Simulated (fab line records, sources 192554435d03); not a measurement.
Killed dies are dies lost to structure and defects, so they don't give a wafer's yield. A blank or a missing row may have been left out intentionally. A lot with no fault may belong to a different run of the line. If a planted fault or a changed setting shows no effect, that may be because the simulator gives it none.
Problem report in the 8D (eight disciplines) form, filled by code ; flow n5 finfet ; the parts of the form that need people (team, actions taken, sign-off) are left out

1. WHAT IS WRONG
killed_at_M4_up at N5_PASSIVATION_PROBE_49 reads a mean of 110 on 1 wafer of 1 lot; wafers without a fault read 14 with a standard deviation of 5.6. Relative to the usual mean, that is a shift of +17 standard deviations.
Seen first at day 16 12:35 on prober-02, wafer L442.2. Wafers with a number at this step in the record: 15, from 5 lots. Rule for "out" (also "out of limits"): further than 4 standard deviations from the usual mean. The other wafers with a number count as sound.

2. WHAT IT IS; WHAT IT IS NOT
question;is;is not
which readings at this step;killed_at_M4_up, defect limited yield, killed dies, sort_bin_5_function, sort n pass, sort yield pct;killed_at_M0_to_M3, killed at contacts, killed at front end, killed at other, killed open, killed short, sort_bin_6_memory, sort_bin_8_speed
which lots;L442;L433, L435, L439, L454
which wafers of those lots;L442.2;L442.1, L442.5
read on which tools;prober-02;-
when;from day 16 12:35;"up to then (10 sound wafers); but 4 sound wafers of L442, L454 came after"

3. WHAT RULES OUT EACH SUSPECT
Counting: any tool at a process step up to the reading remains a suspect provided it ran every lot that is out. Sound lots after the first of them don't rule it out here, since some wafers of a struck lot are sound.
- wet bench-02 at N5_BEOL_M14_PRECLEAN_39 (cleans in residue remover, time 60 s): kept. It ran the lot that is out, L442 (day 15 15:15); its last sound lot up to then is L439 (day 14 10:52).
- pvd sputter-03 at N5_BEOL_M14_DEGAS_41 (time 60 s): kept. It ran the lot that is out, L442 (day 15 15:50).
- pvd sputter-03 at N5_BEOL_M14_PRE_CLEAN_42 (time 30 s): kept. It ran the lot that is out, L442 (day 15 15:52).
- pvd sputter-03 at N5_BEOL_M14_SPUTTER_43 (material TaN, target thk 15 nm, time 24.19 s): kept. It ran the lot that is out, L442 (day 15 15:55).
- pvd sputter-03 at N5_BEOL_M14_SPUTTER_45 (material Cu, target thk 100 nm, time 16.67 s): kept. It ran the lot that is out, L442 (day 15 16:04).
- rie diel-02 at N5_BEOL_M15_DESCUM_15 (chemistry O2, time 7.9 s): kept. It ran the lot that is out, L442 (day 15 17:49); its last sound lot up to then is L433 (day 13 06:52).
- prober-02 at N5_PASSIVATION_PROBE_49: kept. It ran the lot that is out, L442 (day 16 12:32); its last sound lot up to then is L439 (day 15 07:53). On those wafers its own readings are out: defect limited yield, killed_at_M4_up, killed dies, sort_bin_5_function, sort n pass, sort yield pct.
- rie diel-02, N5_BEOL_M15_DESCUM_15: wafers that are out in chamber 2, sound lot-mates in chambers 0, 3.
Left after counting: wet bench-02 at N5_BEOL_M14_PRECLEAN_39, pvd sputter-03 at N5_BEOL_M14_DEGAS_41, pvd sputter-03 at N5_BEOL_M14_PRE_CLEAN_42, pvd sputter-03 at N5_BEOL_M14_SPUTTER_43, pvd sputter-03 at N5_BEOL_M14_SPUTTER_45, rie diel-02 at N5_BEOL_M15_DESCUM_15, prober-02 at N5_PASSIVATION_PROBE_49.

4. THE CAUSE (what the simulator had put in)
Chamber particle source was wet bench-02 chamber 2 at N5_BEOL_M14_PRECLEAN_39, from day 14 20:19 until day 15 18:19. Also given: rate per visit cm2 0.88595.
7 suspects survive the count, and this tool is in that group.

5. SEQUENCE OF EFFECTS, ordered by route
Each row: a reading whose mean over the struck wafers that have a number lies more than 3 standard deviations from the usual. Only readings whose record carries a usual standard deviation are examined. hours: median over the lots of the time between each lot's start at the first step of this table that gives one and its start at this step. sigmas: the change, counted in usual standard deviations.
hours;step;reading;usual;on struck wafers;change;sigmas
0;N5_PASSIVATION_PROBE_49;defect limited yield;91.2 %;83.7;-7.5;-5.4
0;N5_PASSIVATION_PROBE_49;killed_at_M4_up;14;110;+96;+17
0;N5_PASSIVATION_PROBE_49;killed dies;103;192;+89;+5.2
0;N5_PASSIVATION_PROBE_49;killed on rim;14;26;+12;+3.4
0;N5_PASSIVATION_PROBE_49;sort_bin_5_function;5.1 %;10.5;+5.4;+5.9
0;N5_PASSIVATION_PROBE_49;sort n pass;1077;988;-89;-5.2
0;N5_PASSIVATION_PROBE_49;sort yield pct;91.2 %;83.7;-7.5;-5.4
Its process steps:
- N5_PASSIVATION_PROBE_49

6. HOW IT WOULD HAVE BEEN CAUGHT EARLIER
In this record no reading fell out of limits until day 16 12:35, 40 hours after the fault had begun at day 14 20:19.
The start of N5_BEOL_M14_PRECLEAN_39 on wet bench-02 came by day 16 12:35 for every one of the lots that are out (1). Holding the tool at that point would not have protected any of them.
